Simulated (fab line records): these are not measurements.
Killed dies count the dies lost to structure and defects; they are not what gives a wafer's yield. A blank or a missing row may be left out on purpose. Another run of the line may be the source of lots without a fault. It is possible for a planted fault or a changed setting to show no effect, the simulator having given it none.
fab line records + flow nand_harc
[record]
- lots = 6
- wafers = 18
- last_day = 24
route steps=1159 shown A_STAIRCASE@546 END@1159
lots untouched by any fault: they come from a run of this same line in which no faults occurred
start_h: hours from the record's opening day to when the first of the lot's shown wafers began + wait_h: how many hours have passed since the lot's step before this one + " unchanged from the row above + L1.1+2: one row covering several wafers at once + - either no value or no given start + * or withheld: withheld + < > ~ a bound
route shown NAME@n: names a module that has steps shown in the file, with the first one's number in the route + usual: mean and standard deviation over wafers with no fault + same: alike in all rows + chamber/n: place in a boat + sites: each site's reading + _std_site: standard deviation across them + _edge_site: inner sites' mean taken away from outer sites' mean + radius_mm: how far each site lies from the wafer's centre + mask NAME#n: copy n + behind: the most recent tool/chamber to have shaped the wafer + hold: the reason the lot was held/the length of the hold in hours/how it ended + device: whichever transistor did not switch (one of n, p or np) + end of line: the same wafers' tests at the end of the route + step lacking rows: just its recipe + killed: count of dies lost to structure and defects at first sort (not the wafer's yield) + map: per-die view of a wafer (x killed, . not killed, _ where there is no die)
set.NAME: setting as actually run; set.NAME@STEP: the setting as run at that earlier step + model.NAME: the simulator's own value behind a step, which no gauge read
lots seen at some steps along the route; tables by step, rows by wafer
services: from which hour (start_h, from the record's first day; less than 0 if before it) a tool's chamber was out of use, for how many hours, and why
[[steps]]
[step NHARC_A_STAIRCASE_HARDBAKE_10]
[recipe]
- temp_c = 120
- time_s = 140
[step NHARC_A_STAIRCASE_DESCUM_11]
[recipe]
- time_s = 3
- o2_flow_sccm = 200
- ar_flow_sccm = 0
- bias_power_w = 0
- chemistry = O2
[usual]
- drypump_motor_current_A = 5.9/0.35
- oes_product_au = 0.998/0.007
- rf_vpp_V = 57.8/0.95
- showerhead_plenum_p_Torr = 1.94/0.097
- throttle_valve_pct = 11.311/0.0088
| lot.wafer | tool        | chamber | start_h | wait_h | drypump_motor_current_A | oes_product_au | rf_hours_counter_h | rf_vpp_V | showerhead_plenum_p_Torr | throttle_valve_pct |
|-----------|-------------|---------|---------|--------|-------------------------|----------------|--------------------|----------|--------------------------|--------------------|
| L182.1    | rie_diel-12 | 1       | 246.57  | -      | 5.9                     | 1.000          | 10                 | 58.5     | 2.05                     | 11.308             |
| L182.4    | "           | 2       | "       | "      | 5.8                     | 1.007          | 12                 | 57.8     | 1.94                     | 11.295             |
| L182.6    | "           | 3       | "       | "      | 5.5                     | 0.995          | -                  | 58.1     | 2.00                     | 11.324             |
| L183.4    | rie_diel-02 | 1       | 246.74  | -      | 6.3                     | 1.013          | 32                 | 56.5     | 1.79                     | 11.312             |
| L183.3    | "           | 2       | "       | "      | 5.3                     | 0.992          | 33                 | 58.9     | 1.89                     | 11.317             |
| L183.1    | "           | 3       | "       | "      | 6.5                     | 1.001          | 30                 | 58.8     | 1.79                     | 11.305             |
| L193.4    | rie_diel-05 | 3       | 314.38  | -      | 6.6                     | 1.001          | 47                 | 57.2     | 1.90                     | 11.314             |
| L193.1    | "           | 0       | "       | "      | 5.8                     | 0.994          | 52                 | 57.5     | 1.94                     | 11.326             |
| L193.6    | "           | 0       | "       | "      | 5.8                     | 0.998          | -                  | 57.3     | 1.94                     | 11.307             |
| L194.1    | rie_diel-12 | 3       | 329.87  | -      | 5.4                     | 0.999          | 43                 | 58.4     | 1.99                     | 11.299             |
| L194.4    | "           | 1       | "       | "      | 5.9                     | 0.998          | 41                 | 58.5     | 2.04                     | 11.310             |
| L194.2    | "           | 2       | "       | "      | 5.8                     | 1.000          | 42                 | 57.1     | 1.93                     | 11.312             |
| L199.3    | rie_diel-12 | 0       | 342.43  | -      | 5.8                     | 0.986          | 50                 | 59.2     | 2.06                     | 11.310             |
| L199.1    | "           | 1       | "       | "      | 5.9                     | 0.991          | 48                 | 59.2     | 2.04                     | 11.301             |
| L199.4    | "           | 3       | "       | "      | 5.5                     | 0.987          | -                  | 58.6     | 1.99                     | 11.301             |
| L201.1    | rie_diel-05 | 0       | 349.66  | -      | 5.8                     | 0.994          | 0                  | 57.0     | 1.94                     | 11.327             |
| L201.4    | "           | 2       | "       | "      | 6.2                     | 1.000          | 0                  | 60.3     | 2.01                     | 11.298             |
| L201.2    | "           | 3       | "       | "      | 6.7                     | 0.993          | 0                  | 57.7     | 1.90                     | 11.311             |
[step NHARC_A_STAIRCASE_TRIM_12]
[recipe]
- time_s = 211.2
- o2_flow_sccm = 500
- ar_flow_sccm = 0
- bias_w = 0
- chemistry = O2
[step NHARC_A_STAIRCASE_ETCH_13]
[recipe]
- target_depth_a = 1000
- time_s = 40.5
- ion_energy_ev = 400
- c4f8_flow_sccm = 20
- o2_flow_sccm = 10
- ar_flow_sccm = withheld
- rf_w = 600
- bias_w = 1000
- chemistry = C4F8/O2
[usual]
- bias_w = 1000/3.2
- oes_product_au = 0.935/0.012
- rf_vpp_V = 897/6
| lot.wafer | tool        | chamber | start_h | wait_h | bias_w | oes_product_au | rf_hours_counter_h | rf_vpp_V |
|-----------|-------------|---------|---------|--------|--------|----------------|--------------------|----------|
| L182.4    | rie_diel-12 | 3       | -       | -      | 1001   | 0.927          | 12                 | 901      |
| L182.1    | "           | 1       | "       | "      | 996    | 0.954          | 10                 | 905      |
| L182.6    | "           | 3       | "       | "      | 1001   | 0.932          | -                  | 903      |
| L183.1    | rie_diel-02 | 3       | -       | -      | 994    | 0.944          | 31                 | 889      |
| L183.4    | "           | 0       | "       | "      | 1005   | 0.947          | 29                 | 890      |
| L183.3    | "           | 2       | "       | "      | 1001   | 0.928          | 34                 | 895      |
| L193.1    | rie_diel-05 | 3       | -       | -      | 1000   | 0.918          | 48                 | 895      |
| L193.4    | "           | 2       | "       | "      | 1003   | 0.923          | 53                 | 902      |
| L193.6    | "           | 3       | "       | "      | 999    | 0.918          | -                  | 896      |
| L194.1    | rie_diel-12 | 0       | -       | -      | 1006   | 0.922          | 44                 | 905      |
| L194.4    | "           | 1       | "       | "      | 1003   | 0.927          | 41                 | 903      |
| L194.2    | "           | 2       | "       | "      | 1002   | 0.928          | 42                 | 896      |
| L199.1    | rie_diel-12 | 3       | -       | -      | 998    | 0.912          | 49                 | 902      |
| L199.3    | "           | 0       | "       | "      | 1001   | 0.910          | 50                 | 905      |
| L199.4    | "           | 3       | "       | "      | 1002   | 0.923          | -                  | 900      |
| L201.2    | rie_diel-05 | 0       | -       | -      | 1001   | 0.952          | 0                  | 896      |
| L201.4    | "           | 2       | "       | "      | 999    | 0.945          | 0                  | 901      |
| L201.1    | "           | 3       | "       | "      | 1002   | 0.959          | 0                  | 896      |
[step NHARC_A_STAIRCASE_TRIM_14]
[recipe]
- time_s = 211.2
- o2_flow_sccm = 500
- ar_flow_sccm = 0
- bias_w = 0
- chemistry = O2
[step NHARC_A_STAIRCASE_ETCH_15]
[recipe]
- target_depth_a = 1000
- time_s = 40.5
- ion_energy_ev = 400
- c4f8_flow_sccm = 20
- o2_flow_sccm = 10
- ar_flow_sccm = withheld
- rf_w = 600
- bias_w = 1000
- chemistry = C4F8/O2
[step NHARC_A_STAIRCASE_TRIM_16]
[recipe]
- time_s = 211.2
- o2_flow_sccm = 500
- ar_flow_sccm = 0
- bias_w = 0
- chemistry = O2
[usual]
- drypump_motor_current_A = 5.9/0.34
- oes_product_au = 0.999/0.0066
- rf_vpp_V = 57.9/0.93
- showerhead_plenum_p_Torr = 3.57/0.16
- throttle_valve_pct = 17.036/0.009
[same]
- bias_w = 0
| lot.wafer | tool        | chamber | start_h | wait_h | drypump_motor_current_A | oes_product_au | rf_hours_counter_h | rf_vpp_V | showerhead_plenum_p_Torr | throttle_valve_pct |
|-----------|-------------|---------|---------|--------|-------------------------|----------------|--------------------|----------|--------------------------|--------------------|
| L182.4    | rie_diel-12 | 1       | -       | -      | 5.9                     | 1.000          | 10                 | 58.0     | 3.77                     | 17.050             |
| L182.1    | "           | 3       | "       | "      | 5.5                     | 0.996          | 12                 | 57.7     | 3.68                     | 17.046             |
| L182.6    | "           | 2       | "       | "      | 5.8                     | 0.999          | -                  | 57.2     | 3.57                     | 17.031             |
| L183.1    | rie_diel-02 | 3       | -       | -      | 6.4                     | 0.996          | 31                 | 55.9     | 3.32                     | 17.048             |
| L183.4    | "           | 0       | "       | "      | 5.7                     | 0.996          | 29                 | 58.2     | 3.34                     | 17.035             |
| L183.3    | "           | 1       | "       | "      | 6.3                     | 1.018          | 32                 | 56.7     | 3.32                     | 17.033             |
| L193.1    | rie_diel-05 | 0       | -       | -      | 5.8                     | 0.998          | 52                 | 58.3     | 3.58                     | 17.037             |
| L193.4    | "           | 3       | "       | "      | 6.6                     | 1.000          | 48                 | 56.7     | 3.51                     | 17.037             |
| L193.6    | "           | 1       | "       | "      | 6.0                     | 1.004          | -                  | 58.2     | 3.52                     | 17.030             |
| L194.1    | rie_diel-12 | 1       | -       | -      | 5.9                     | 0.995          | 42                 | 58.4     | 3.75                     | 17.058             |
| L194.4    | "           | 2       | "       | "      | 5.8                     | 0.998          | 42                 | 58.6     | 3.56                     | 17.042             |
| L194.2    | "           | 3       | "       | "      | 5.5                     | 0.990          | 44                 | 58.1     | 3.66                     | 17.024             |
| L199.3    | rie_diel-12 | 1       | -       | -      | 5.9                     | 1.013          | 49                 | 59.1     | 3.75                     | 17.034             |
| L199.1    | "           | 0       | "       | "      | 5.8                     | 0.999          | 50                 | 58.2     | 3.78                     | 17.027             |
| L199.4    | "           | 0       | "       | "      | 5.8                     | 0.996          | -                  | 58.9     | 3.78                     | 17.039             |
| L201.2    | rie_diel-05 | 2       | -       | -      | 6.2                     | 0.985          | 0                  | 57.1     | 3.69                     | 17.040             |
| L201.4    | "           | 3       | "       | "      | 6.6                     | 1.005          | 0                  | 58.2     | 3.50                     | 17.027             |
| L201.1    | "           | 0       | "       | "      | 5.8                     | 0.999          | 0                  | 57.6     | 3.57                     | 17.053             |
[step NHARC_A_STAIRCASE_ETCH_17]
[recipe]
- target_depth_a = 1000
- time_s = 40.5
- ion_energy_ev = 400
- c4f8_flow_sccm = 20
- o2_flow_sccm = 10
- ar_flow_sccm = withheld
- rf_w = 600
- bias_w = 1000
- chemistry = C4F8/O2
[step NHARC_A_STAIRCASE_TRIM_18]
[recipe]
- time_s = 211.2
- o2_flow_sccm = 500
- ar_flow_sccm = 0
- bias_w = 0
- chemistry = O2
[usual]
- drypump_motor_current_A = 5.9/0.35
- oes_product_au = 0.998/0.0082
- rf_vpp_V = 57.8/0.96
- showerhead_plenum_p_Torr = 3.57/0.17
- throttle_valve_pct = 17.036/0.01
[same]
- bias_w = 0
| lot.wafer | tool        | chamber | start_h | wait_h | drypump_motor_current_A | oes_product_au | rf_hours_counter_h | rf_vpp_V | showerhead_plenum_p_Torr | throttle_valve_pct |
|-----------|-------------|---------|---------|--------|-------------------------|----------------|--------------------|----------|--------------------------|--------------------|
| L182.4    | rie_diel-12 | 3       | -       | -      | 5.5                     | 1.003          | 12                 | 57.0     | 3.68                     | 17.037             |
| L182.1    | "           | 1       | "       | "      | 5.9                     | 1.005          | 11                 | 59.5     | 3.77                     | 17.060             |
| L182.6    | "           | 3       | "       | "      | 5.5                     | 0.997          | -                  | 58.5     | 3.68                     | 17.038             |
| L183.3    | rie_diel-02 | 1       | -       | -      | 6.3                     | 1.015          | 32                 | 56.7     | 3.32                     | 17.049             |
| L183.4    | "           | 2       | "       | "      | 5.3                     | 0.995          | 34                 | 57.3     | 3.49                     | 17.026             |
| L183.1    | "           | 3       | "       | "      | 6.4                     | 0.996          | 31                 | 57.2     | 3.32                     | 17.044             |
| L193.1    | rie_diel-05 | 3       | -       | -      | 6.7                     | 0.984          | 48                 | 57.8     | 3.51                     | 17.021             |
| L193.4    | "           | 2       | "       | "      | 6.2                     | 0.990          | 54                 | 57.5     | 3.70                     | 17.009             |
| L193.6    | "           | 0       | "       | "      | 5.8                     | 0.988          | -                  | 57.2     | 3.58                     | 17.034             |
| L194.4    | rie_diel-12 | 1       | -       | -      | 5.9                     | 0.996          | 42                 | 56.7     | 3.75                     | 17.027             |
| L194.1    | "           | 2       | "       | "      | 5.8                     | 0.993          | 43                 | 57.3     | 3.56                     | 17.017             |
| L194.2    | "           | 3       | "       | "      | 5.5                     | 0.988          | 44                 | 59.0     | 3.66                     | 17.035             |
| L199.3    | rie_diel-12 | 1       | -       | -      | 5.9                     | 1.001          | 49                 | 58.5     | 3.75                     | 17.034             |
| L199.1    | "           | 3       | "       | "      | 5.5                     | 0.998          | 50                 | 59.3     | 3.66                     | 17.048             |
| L199.4    | "           | 0       | "       | "      | 5.8                     | 0.998          | -                  | 56.9     | 3.78                     | 17.043             |
| L201.1    | rie_diel-05 | 0       | -       | -      | 5.8                     | 0.981          | 0                  | 59.2     | 3.57                     | 17.035             |
| L201.4    | "           | 1       | "       | "      | 5.9                     | 0.996          | 0                  | 56.6     | 3.51                     | 17.031             |
| L201.2    | "           | 3       | "       | "      | 6.6                     | 0.999          | 0                  | 56.3     | 3.51                     | 17.040             |
[step NHARC_A_STAIRCASE_ETCH_19]
[recipe]
- target_depth_a = 1000
- time_s = 40.5
- ion_energy_ev = 400
- c4f8_flow_sccm = 20
- o2_flow_sccm = 10
- ar_flow_sccm = withheld
- rf_w = 600
- bias_w = 1000
- chemistry = C4F8/O2
[usual]
- bias_w = 999.9/2.8
- oes_product_au = 0.940/0.01
- rf_vpp_V = 898/6
| lot.wafer | tool        | chamber | start_h | wait_h | bias_w | oes_product_au | rf_hours_counter_h | rf_vpp_V |
|-----------|-------------|---------|---------|--------|--------|----------------|--------------------|----------|
| L182.1    | rie_diel-12 | 3       | -       | -      | 1001.8 | 0.935          | 13                 | 901      |
| L182.4    | "           | 0       | "       | "      | 1004.2 | 0.939          | 11                 | 906      |
| L182.6    | "           | 3       | "       | "      | 1000.2 | 0.940          | -                  | 902      |
| L183.1    | rie_diel-02 | 0       | -       | -      | 993.2  | 0.929          | 30                 | 890      |
| L183.3    | "           | 1       | "       | "      | 999.8  | 0.941          | 32                 | 889      |
| L183.4    | "           | 2       | "       | "      | 999.0  | 0.929          | 34                 | 894      |
| L193.4    | rie_diel-05 | 1       | -       | -      | 1004.4 | 0.944          | 51                 | 895      |
| L193.1    | "           | 3       | "       | "      | 998.4  | 0.934          | 48                 | 896      |
| L193.6    | "           | 2       | "       | "      | 996.0  | 0.950          | -                  | 902      |
| L194.4    | rie_diel-12 | 1       | -       | -      | 1002.3 | 0.924          | 42                 | 905      |
| L194.2    | "           | 2       | "       | "      | 999.5  | 0.932          | 43                 | 898      |
| L194.1    | "           | 0       | "       | "      | 1002.8 | 0.912          | 44                 | 903      |
| L199.1    | rie_diel-12 | 1       | -       | -      | 1000.5 | 0.948          | 49                 | 904      |
| L199.3    | "           | 3       | "       | "      | 1000.8 | 0.940          | 50                 | 900      |
| L199.4    | "           | 0       | "       | "      | 1000.0 | 0.946          | -                  | 905      |
| L201.4    | rie_diel-05 | 1       | -       | -      | 998.5  | 0.937          | 1                  | 896      |
| L201.2    | "           | 2       | "       | "      | 1002.2 | 0.928          | 0                  | 901      |
| L201.1    | "           | 3       | "       | "      | 1002.7 | 0.944          | 0                  | 895      |
[step NHARC_A_STAIRCASE_TRIM_20]
[recipe]
- time_s = 211.2
- o2_flow_sccm = 500
- ar_flow_sccm = 0
- bias_w = 0
- chemistry = O2
[step NHARC_A_STAIRCASE_ETCH_21]
[recipe]
- target_depth_a = 1000
- time_s = 40.5
- ion_energy_ev = 400
- c4f8_flow_sccm = 20
- o2_flow_sccm = 10
- ar_flow_sccm = withheld
- rf_w = 600
- bias_w = 1000
- chemistry = C4F8/O2
[usual]
- bias_w = 999.9/2.8
- oes_product_au = 0.943/0.013
- rf_vpp_V = 899/5.3
| lot.wafer | tool        | chamber | start_h | wait_h | bias_w | oes_product_au | rf_hours_counter_h | rf_vpp_V |
|-----------|-------------|---------|---------|--------|--------|----------------|--------------------|----------|
| L182.4    | rie_diel-12 | 0       | 247.89  | -      | 1003.3 | 0.944          | 11                 | 905      |
| L182.1    | "           | 1       | "       | "      | 1000.5 | 0.960          | 11                 | 904      |
| L182.6    | "           | 0       | "       | "      | 1001.0 | 0.946          | -                  | 905      |
| L183.1    | rie_diel-05 | 0       | 248.21  | -      | 1004.0 | 0.973          | 25                 | 898      |
| L183.3    | "           | 1       | "       | "      | 997.9  | 0.973          | 27                 | 895      |
| L183.4    | "           | 3       | "       | "      | 999.3  | 0.956          | 21                 | 895      |
| L193.4    | rie_diel-05 | 3       | 316.02  | -      | 996.9  | 0.939          | 49                 | 897      |
| L193.1    | "           | 0       | "       | "      | 1002.5 | 0.793          | 53                 | 899      |
| L193.6    | "           | 3       | "       | "      | 1001.2 | 0.930          | -                  | 895      |
| L194.2    | rie_diel-05 | 3       | 332.12  | -      | 1000.5 | 0.928          | 55                 | 895      |
| L194.1    | "           | 0       | "       | "      | 1000.1 | 0.783          | 61                 | 897      |
| L194.4    | "           | 1       | "       | "      | 997.5  | 0.936          | 59                 | 894      |
| L199.1    | rie_diel-12 | 0       | 344.45  | -      | 998.9  | 0.923          | 51                 | 905      |
| L199.3    | "           | 3       | "       | "      | 998.1  | 0.935          | 50                 | 900      |
| L199.4    | "           | 1       | "       | "      | 1003.5 | 0.938          | -                  | 903      |
| L201.2    | rie_diel-12 | 0       | 351.32  | -      | 997.8  | 0.927          | 55                 | 904      |
| L201.1    | "           | 3       | "       | "      | 998.5  | 0.920          | 54                 | 899      |
| L201.4    | "           | 3       | "       | "      | 999.1  | 0.923          | -                  | 901      |
[step NHARC_A_STAIRCASE_TRIM_22]
[recipe]
- time_s = 211.2
- o2_flow_sccm = 500
- ar_flow_sccm = 0
- bias_w = 0
- chemistry = O2
[step NHARC_END_SORT_01]
[recipe]
- temp_c = 25
[usual]
- killed_at_array = 29/12
- killed_at_other = 0.7/1
- killed_at_periphery = 4/3.2
- killed_dies = 34/12
- killed_open = 3.4/2
- killed_short = 1.8/1.3
[same]
- gross_dies = 677
| lot.wafer | tool      | chamber | start_h | wait_h | killed_at_array | killed_at_other | killed_at_periphery | killed_dies | killed_open | killed_short |
|-----------|-----------|---------|---------|--------|-----------------|-----------------|---------------------|-------------|-------------|--------------|
| L193.1    | prober-02 | 0       | 505.21  | 2.5    | 400             | 0               | 5                   | 405         | 2           | 2            |
| L194.1    | prober-01 | 0       | 530.10  | 2.5    | 388             | 0               | 0                   | 388         | 0           | 1            |
| L199.1    | prober-01 | 0       | 544.53  | 2.5    | 38              | 1               | 8                   | 47          | 7           | 2            |
// killed by level:class
L193.1 A_STAIRCASE:area_etch=361 A_SLIT:chamber_film_flake=13 A_CHANNEL_HOLE_D1:chamber_film_flake=10 A_CONTACT:chamber_film_flake=5 A_STAIRCASE:chamber_film_flake=4 A_M0:chamber_film_flake=4 P_BONDPAD:chamber_film_flake=3 A_WL_FILL:geometric_particle:short=2
L194.1 A_STAIRCASE:area_etch=374 A_STAIRCASE:chamber_film_flake=7 A_CHANNEL_HOLE_D1:chamber_film_flake=4 A_WL_FILL:geometric_particle:short=1 A_CHANNEL_FILL_D1:chamber_film_flake=1 A_CONTACT:chamber_film_flake=1
L199.1 A_SLIT:chamber_film_flake=15 A_CHANNEL_HOLE_D1:chamber_film_flake=12 P_GATE:chamber_film_flake=3 A_CONTACT:geometric_particle:open=2 A_M0:geometric_particle:open=2 P_M1:chamber_film_flake=2 A_STAIRCASE:chamber_film_flake=2 A_CONTACT:chamber_film_flake=2
// map L193.1 (x killed, . not)
____________x____________
_________x.x.x.x_________
_______...x...xx.x_______
______xxx.xxx.x...x______
_____x.xxxx.x.xxx.x._____
____...xxx.xx.x.xx.x.____
____...xxxxxxx.xxx...____
___..xxxx.xxxxxx.xx.x.___
___.xxxxxxxxxxxxxxxx..___
__...xxxxxxxxx.xxxx.xxx__
__xxxxxxxxxxxxx.x....xx__
_.x..xxx.xxxx..xxxxxx..x_
_..xx.xx.xxxxxx.xxxxxx.._
_..xxx.x.xxxxxxxxxx.x..._
_..xxxxxxxxxxx.xxxxxx.xx_
_.xxxxxxxxxxxxxxxx...xxx_
x.xxx..xxxxxxxxxx.xxx....
.xxxxxxx.xxxxxxxxxxx.....
..x..x.x.xxxxx.xxxxxxxxx.
....x.xxxxxxxxxxxxxxxxxx.
..x.x.xxxxx.x.xx.xxxx....
_x...xxxxxxxxxxxxx.xx.xx_
_..x...xxxxxxx.xx..x.x.x_
_..xxxx.xxx.xx.xxx...x.x_
_....xxxxxxxxxxxxxxxxx.._
_....xx.xxxxxxxx....x.xx_
__x.xxxxxxxx.xx.xx.xx.x__
__x..x.x..xxxx......x.x__
___...xx.xxxxx..x..x..___
___..x....xxxxx.x.x...___
____.x.x......xx.x..x____
____....x..x.........____
_____....x...x......_____
______.............______
_______..........._______
_________x.x...._________
____________.____________
// map L194.1 (x killed, . not)
____________x____________
_________x...xx._________
_______.xxx.xx...x_______
______xx.xxx.x..x..______
_____xxxx..xxx.xx.x._____
____x.xx.xxx.x.xx.x..____
____x.xxxx..x.x.x.x..____
___xxxxxxxxx.xxxxxx...___
___x.xxxxxxxx.xxxxx...___
__..xx.xxx.xxxxx..x....__
__x.xxxxxxxxxxxxx......__
_.xxx.xxx.xxx..x.xx.x.x._
_xxxxx.xxxxxxx.....x...._
_x.xx.xx.xxxx.xx..x....x_
_xxxxxxx.xxxx.xxxxx....._
_x.xx..xxxxxxxxxxx.xx.x._
xx.xx..xxxxxxxxx...x.x...
xxxxxxx.x.xxx.xxxx.x..x..
xxxxxx.xxxxx.xx.xx.xxx...
xxxx.xx.xxx..xx.x..xx....
xxxxxxxxxxxx.xxx..xxx...x
_xx..xxxxxxxxxxx.xx....._
_.xxxxxx..x.xx.x....x..._
_.xx.xxxxx.xxxxx.xx..x.._
_..xx.xx.x.xxxxxx...x..._
_xx.xxx.xxx.xxxx...x.x.._
__.xxxxx.xxxxx...xx....__
__xxxx.xxxxxxxxx.......__
___x....x..xxx.....x.x___
___xx....x....xxx...x.___
____xx.xxx.x...x.....____
____.x..xx..xx.......____
_____x.xxxx..x.....x_____
______..x..x...x...______
_______..x...x...._______
_________..x.x.._________
____________.____________
[[services]]
| tool        | chamber | start_h | hours | kind   |
|-------------|---------|---------|-------|--------|
| rie_diel-02 | 0       | 224.67  | 5.0   | repair |
| rie_diel-02 | 3       | 227.64  | 13.0  | repair |
| rie_diel-12 | 0       | 235.99  | -     | clean  |
| rie_diel-12 | 1       | 235.99  | -     | clean  |
| rie_diel-12 | 2       | 235.99  | -     | clean  |
| rie_diel-12 | 3       | 235.99  | -     | clean  |
| rie_diel-12 | 0       | 260.50  | -     | clean  |
| rie_diel-12 | 1       | 260.50  | -     | clean  |
| rie_diel-12 | 2       | 260.50  | -     | clean  |
| rie_diel-12 | 3       | 260.50  | -     | clean  |
| rie_diel-02 | 2       | 269.84  | 3.8   | repair |
| rie_diel-12 | 0       | 286.30  | -     | clean  |
| rie_diel-12 | 1       | 286.30  | -     | clean  |
| rie_diel-12 | 2       | 286.30  | -     | clean  |
| rie_diel-12 | 3       | 286.30  | -     | clean  |
| rie_diel-02 | 1       | 290.03  | 6.3   | repair |
| rie_diel-12 | 0       | 310.80  | -     | clean  |
| rie_diel-12 | 1       | 310.80  | -     | clean  |
| rie_diel-12 | 2       | 310.80  | -     | clean  |
| rie_diel-12 | 3       | 310.80  | -     | clean  |
| rie_diel-02 | -       | 328.07  | 9.0   | pm     |
| rie_diel-12 | 0       | 335.37  | -     | clean  |
| rie_diel-12 | 2       | 339.80  | 17.4  | repair |
| rie_diel-05 | -       | 340.66  | 9.0   | pm     |
[[key]]
[first_sign]
- step = NHARC_A_STAIRCASE_ETCH_21
- reading = oes_product_au
- direction = down
- sigmas = 12
- usual = 0.943
- struck = 0.788
[effect]
- step = NHARC_END_SORT_01
- reading = killed_dies
- direction = up
- sigmas = 31
- usual = 34
- struck = 396
[more_kills_born_at]
- NHARC_A_STAIRCASE_ETCH_21@rie_diel-05 = 735
met_at NHARC_A_STAIRCASE_ETCH_21
struck_wafers L193.1,L194.1
later_rows_left_out L193.1,L194.1
tester_left_out L193,L194
onset_between 248.21 316.02
[fault]
- kind = process_parameter_drift
- tool = rie_diel-05
- chamber = 0
- onset_h = 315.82
- steps = NHARC_A_STAIRCASE_ETCH_21
- channel = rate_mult
- offset = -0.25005
- shape = step
- end_h = 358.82
// tester_left_out: of these lots the tester's yield and bins aren't shown, on N5 and GAA mostly nor the transistor test; their killed dies are dies lost to structure and defects alone, not to doping, threshold or leakage, so they don't give the yield
// later_rows_left_out: the simulator's readings of these wafers behind a module that went badly wrong aren't trusted and aren't shown, but for the sort
